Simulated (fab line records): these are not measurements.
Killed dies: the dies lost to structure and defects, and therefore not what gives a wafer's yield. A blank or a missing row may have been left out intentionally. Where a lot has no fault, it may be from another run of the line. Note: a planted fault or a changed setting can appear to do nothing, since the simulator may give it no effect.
fab line records    flow n5Finfet
[record] lots = 7  wafers = 21  lastDay = 18
route steps=1938 shown START@1 ZERO_LAYER@2
lots that met no fault: from a run of the same line without faults
startH: hours from the record's opening day to when the first of the lot's shown wafers began    waitH: time in hours since the lot's previous step    " repeats the value in the row above    L1.1+2: several wafers, shown together as one row    - no value present, or no start provided    * or withheld: withheld    < > ~ a bound
route shown NAME@n: names a module that has steps shown in the file, with the first one's number in the route    usual: mean/standard deviation of fault-free wafers    same: alike in all rows    chamber/n: place in a boat    sites: each site's reading    _std_site: how widely they spread, as a standard deviation    _edge_site: outer sites' mean less inner sites'    radiusMm: for every site, how far away it sits from the centre of the wafer    mask NAME#n: copy n    behind: the last tool/chamber to shape the wafer    hold: cause of the lot's hold/its duration in hours/its outcome    device: whichever transistor did not switch (one of n, p or np)    end of line: at the end of the route, the tests of the same wafers    step lacking rows: just its recipe    killed: the dies lost at the first sort to structure and to defects; this is not the yield of the wafer    map: per-die view of a wafer (x killed, . not killed, _ where there is no die)
set.NAME: the run value of the setting; set.NAME@STEP: its run value at that earlier step    model.NAME: the simulator's own value behind a step, which no gauge read
lots at selected steps of the route; one table per step, one row per wafer
services: the hour from which a tool's chamber was out of use, counted from the record's first day as startH (under 0 if before that day), plus the number of hours and why
[[steps]]
[step N5_START_INSPECT_01]
[recipe] inspectInstrument = unpatternedScan  mode = incoming
[usual] rawDefectCount = 5.7/2.3
lot.wafer  tool              chamber  startH  waitH  rawDefectCount
L264.1     defectInspect-01  -        24.03   -      3
L264.2     "                 -        "       "      2
L264.5     "                 -        "       "      6
L270.1     defectInspect-01  -        60.03   -      9
L270.5     "                 -        "       "      4
L270.6     "                 -        "       "      5
L271.3     defectInspect-01  -        66.03   -      4
L271.5     "                 -        "       "      9
L271.6     "                 -        "       "      9
L272.3     defectInspect-02  -        72.03   -      7
L272.5     "                 -        "       "      9
L272.6     "                 -        "       "      6
L277.1     defectInspect-01  -        102.03  -      6
L277.2     "                 -        "       "      5
L277.4     "                 -        "       "      6
L280.1     defectInspect-01  -        120.03  -      7
L280.3     "                 -        "       "      4
L280.5     "                 -        "       "      4
L282.1     defectInspect-02  -        132.03  -      8
L282.2     "                 -        "       "      8
L282.6     "                 -        "       "      6
[step N5_ZERO_LAYER_PRECLEAN_00]
[recipe] chemistry = SPM  timeS = 600  tempC = 120  mix = 4:1
[step N5_ZERO_LAYER_SRD_01]
[recipe] timeS = 30  tempC = 23  rinseLiquid = diw  dry = n2Spin  spinRpm = 1500  dryTimeS = 30
[step N5_ZERO_LAYER_PECVD_02]
[recipe] material = SiO2  targetThkA = 100  tempC = 400  precursor = SiH4/N2O  pressureTorr = 0.75  rfW = 275  timeS = 6
[usual] heaterPowerW = 801/130  showerheadPlenumPTorr = 8.12/0.17
lot.wafer  tool      chamber  startH  waitH  heaterPowerW  showerheadPlenumPTorr
L264.1     pecvd-02  2        24.30   0.0    1066          7.97
L264.2     "         1        "       "      788           8.08
L264.5     "         1        "       "      772           8.07
L270.1     pecvd-01  2        60.28   0.0    1060          7.81
L270.5     "         0        "       "      833           8.42
L270.6     "         1        "       "      720           8.22
L271.3     pecvd-02  1        66.28   0.0    727           8.06
L271.5     "         2        "       "      1017          7.99
L271.6     "         0        "       "      658           8.10
L272.3     pecvd-02  1        72.28   0.0    781           8.07
L272.5     "         2        "       "      904           7.96
L272.6     "         1        "       "      765           8.07
L277.1     pecvd-04  1        102.30  0.0    713           8.32
L277.2     "         0        "       "      695           8.27
L277.4     "         2        "       "      697           8.00
L280.1     pecvd-01  1        120.28  0.0    649           8.20
L280.3     "         2        "       "      1078          7.83
L280.5     "         0        "       "      817           8.40
L282.1     pecvd-01  2        132.28  0.0    1117          7.80
L282.2     "         1        "       "      785           8.20
L282.6     "         2        "       "      1120          7.83
[step N5_ZERO_LAYER_HMDS_04]
[recipe] timeS = 60  tempC = 120
[step N5_ZERO_LAYER_COAT_05]
[recipe] spinRpm = 1500  resistThkNm = 1000
[step N5_ZERO_LAYER_EBR_07]
[recipe] solvent = PGMEA  ebrWidthMm = 1.5
[step N5_ZERO_LAYER_SOFTBAKE_06]
[recipe] tempC = 100  timeS = 90
[step N5_ZERO_LAYER_EXPOSE_08]
[recipe] maskId = ZERO  na = 0.55  sourceShape = conventional  sigmaOuter = 0.8  polarization = unpolarized  defocusNm = 0  targetCdNm = 2000  doseMj = 16.2
[step N5_ZERO_LAYER_PEB_09]
[recipe] pebTempC = withheld  pebTimeS = *
[step N5_ZERO_LAYER_DEVELOP_10]
[recipe] developTimeS = 60  rinseLiquid = diw  dry = airSpin  devTempC = 21
[usual] chillPlateTempC = 23.02/0.12  developTimeS = 60/0
lot.wafer  tool           chamber  startH  waitH  chillPlateTempC  developTimeS  model.coat_of_ZERO_LAYER_COAT_05.thkNm
L264.1     lithoTrack-04  0        24.67   -      23.19            60            980.9
L264.2     "              0        "       "      23.04            60            983.7
L264.5     "              0        "       "      23.11            60            982.5
L270.1     lithoTrack-03  -        60.65   -      -                -             991.8
L270.5     "              -        "       "      -                -             995.1
L270.6     "              -        "       "      -                -             995.7
L271.3     lithoTrack-04  -        66.53   -      -                -             1004
L271.5     "              -        "       "      -                -             1006
L271.6     "              -        "       "      -                -             1001
L272.3     lithoTrack-03  -        72.65   -      -                -             1002
L272.5     "              -        "       "      -                -             999
L272.6     "              -        "       "      -                -             998.8
L277.1     lithoTrack-04  0        102.67  -      22.95            60            984.4
L277.2     "              0        "       "      22.97            60            988.8
L277.4     "              0        "       "      23.01            60            985.1
L280.1     lithoTrack-04  0        120.53  -      22.84            60            985.8
L280.3     "              0        "       "      23.08            60            985.6
L280.5     "              0        "       "      22.95            60            986.6
L282.1     lithoTrack-03  0        132.53  -      23.15            60            981.4
L282.2     "              0        "       "      23.01            60            979.1
L282.6     "              0        "       "      23.09            60            982
[step N5_ZERO_LAYER_HARDBAKE_23]
[recipe] tempC = 130  timeS = 120
[[services]]
tool           chamber  startH  hours  kind
pecvd-01       -        5.40    2.1    repair
pecvd-01       -        19.29   0.3    repair
lithoTrack-03  -        58.98   -      consumableReplace:filter
pecvd-01       -        68.86   5.5    pm
pecvd-04       2        124.66  5.0    scheduledDown
pecvd-04       0        128.16  4.9    repair
pecvd-04       2        129.89  5.5    scheduledDown
[[key]]
[firstSign] step = N5_ZERO_LAYER_DEVELOP_10  reading = toolRecord  direction = missing
effect none on later readings
[modelEffect] step = N5_ZERO_LAYER_DEVELOP_10  value = coat_of_ZERO_LAYER_COAT_05.thkNm  without = 985.5  struck = 999.3
metAt N5_ZERO_LAYER_DEVELOP_10
struckWafers L270.1,L270.5,L270.6,L271.3,L271.5,L271.6,L272.3,L272.5,L272.6
laterRowsLeftOut L270.1,L270.5,L270.6,L271.3,L271.5,L271.6,L272.3,L272.5,L272.6
sortLeftOut L270.1,L270.5,L270.6,L271.3,L271.5,L271.6,L272.3,L272.5,L272.6
onsetBetween 24.67 60.65
[fault] kind = skippedStepWhole  tool = lithoTrack-03,lithoTrack-04  chamber = -  onsetH = 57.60  steps = N5_ZERO_LAYER_DEVELOP_10  scope = struckLotsOnly
// sortLeftOut: the simulated sort isn't trusted on such a fault, so these wafers' sort isn't shown, and their yield isn't known
// laterRowsLeftOut: the simulator's readings of these wafers behind a module that went badly wrong aren't trusted and aren't shown, but for the sort
